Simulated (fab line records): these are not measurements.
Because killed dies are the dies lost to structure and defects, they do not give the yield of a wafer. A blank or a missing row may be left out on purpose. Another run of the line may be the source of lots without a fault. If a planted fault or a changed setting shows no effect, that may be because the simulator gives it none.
Struck lot and sound lot, side by side -- flow n5-finfet -- 19 out of 1938 route steps
Sound: these wafers, L690.2, L690.3, L690.6. The struck wafers were L697.1, L697.4, L697.5. At the end, the cause is stated.
Order at every step that has rows: each side's tool, ch and its chambers, its first start. Under that, the readings that differ: sound wafers -- struck wafers -- difference of the means -- sigmas: that difference in standard deviations of wafers without a fault.
alike: readings with means less than 2 such deviations apart, plus words and numbers identical on both sides. not compared: withheld readings, readings lacking a value on some wafer, bounds such as >300 that could conceal the same value, and numbers that have no deviation in the record and whose values overlap.
Wherever a step has rows on one side only, a row that says differs or no value, or a row with sigmas, the two part there. When numbers do not overlap yet have no deviation, they are printed without sigmas and do not part them. A reading missing from all wafers of one side parts the sides only when that side holds two or more wafers.

first, 8 steps without rows for these wafers: N5_BEOL_M6_CMP_52 (polishes, stops on SiCOH lowk, t overpolish 6.9 s, target thk 80 nm); N5_BEOL_M6_PRE_CLEAN_55 (time 15 s); N5_BEOL_M6_DEP_56 (deposits SiCN from 3MS/NH3, target thk 10 nm, time 17.5 s); N5_BEOL_M7_ILD_DEP_00 (deposits SiCOH lowk from DEMS/porogen, target thk 179.75 nm, time 33.4 s); N5_BEOL_M7_CURE_74 (cures SiCOH lowk, time 240 s); N5_BEOL_M7_PECVD_70 (deposits SiO2 from TEOS/O2, target thk 20 nm, time 22.7 s); N5_BEOL_M7_HM_DEP_02 (deposits TiN, target thk 20 nm); N5_BEOL_M7_COAT_59 (time 60 s, resist thk 100 nm).
N5_BEOL_M7_COAT_60: time 60 s, resist thk 35 nm.
  sound on litho-track-01 ch 0, day 9 23:24; struck on litho-track-01 ch 0, day 11 21:04
reading,sound,struck,difference,sigmas
spin-speed-rpm (rpm),1500.4 1499.9 1500.2,1178.5 1180.4 1179.9,-320.6,-99 or more
model.SiARC_of_BEOL_M7_COAT_60.thk-nm (nm),35 35 35,39.4 39.4 39.4,+4.4,
  alike: resist-line-temp-C
then, 7 steps without rows for these wafers: N5_BEOL_M7_COAT_05 (resist thk 90 nm); N5_BEOL_M7_EBR_07; N5_BEOL_M7_SOFTBAKE_06 (time 60 s); N5_BEOL_M7_EXPOSE_08 (exposes mask M7); N5_BEOL_M7_PEB_09 (peb time 60 s); N5_BEOL_M7_DEVELOP_10 (develop time 30 s); N5_BEOL_M7_DESCUM_16 (chemistry O2, time 7.9 s).
N5_BEOL_M7_ETCH_61: etches SiARC in CF4, target depth 45.5 nm, time 75.8 s.
  sound on rie-diel-05 ch 1,3, day 9 23:54; struck on rie-diel-05 ch 0,2, day 11 21:34
reading,sound,struck,difference,sigmas
etch-rf-on-time-s (s),77.0 76.6 76.5,82.9 82.7 82.4,+6.0,+4
showerhead-plenum-p-Torr (Torr),2.25 2.20 2.25,1.99 2.22 1.99,-0.17,-2
model.etch.depth-nm (nm),35.01 34.93 34.97,39.48 39.46 39.47,+4.50,
model.CAR-ArF_of_BEOL_M7_COAT_05.thk-nm (nm),51.2 51.2 51.2,46 46.4 46.4,-5,
  alike: chamber-pressure-mTorr, drypump-motor-current-A, oes-product-au, rf-vpp-V, throttle-valve-pct
  not compared: rf-hours-counter-h
N5_BEOL_M7_ETCH_62: etches SOC in N2/H2, target depth 110 nm, overetch 22 nm, time 165 s.
  sound on rie-diel-05 ch 1,3, day 9 23:57; struck on rie-diel-05 ch 0,2, day 11 21:37
reading,sound,struck,difference,sigmas
rf-vpp-V (V),527.2 525.7 527.9,518.4 526.6 518.5,-5.8,-2
showerhead-plenum-p-Torr (Torr),2.69 2.60 2.70,2.34 2.66 2.34,-0.22,-2
model.SiARC_of_BEOL_M7_COAT_60.thk-nm (nm),28.4 28 28.4,32.8 32.6 32.8,+4.5,
  alike: chamber-pressure-mTorr, drypump-motor-current-A, h2-flow-sccm, oes-product-au, throttle-valve-pct
  not compared: rf-hours-counter-h
then, 1 step without rows for these wafers: N5_BEOL_M7_STRIP_68 (strips in N2/H2).

== WHERE THEY PART ==
First at N5_BEOL_M7_COAT_60; last, within this record, at N5_BEOL_M7_ETCH_62.

WHY: whatever the simulator had introduced
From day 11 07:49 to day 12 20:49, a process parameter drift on litho-track-01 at N5_BEOL_M7_COAT_60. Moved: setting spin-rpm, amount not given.
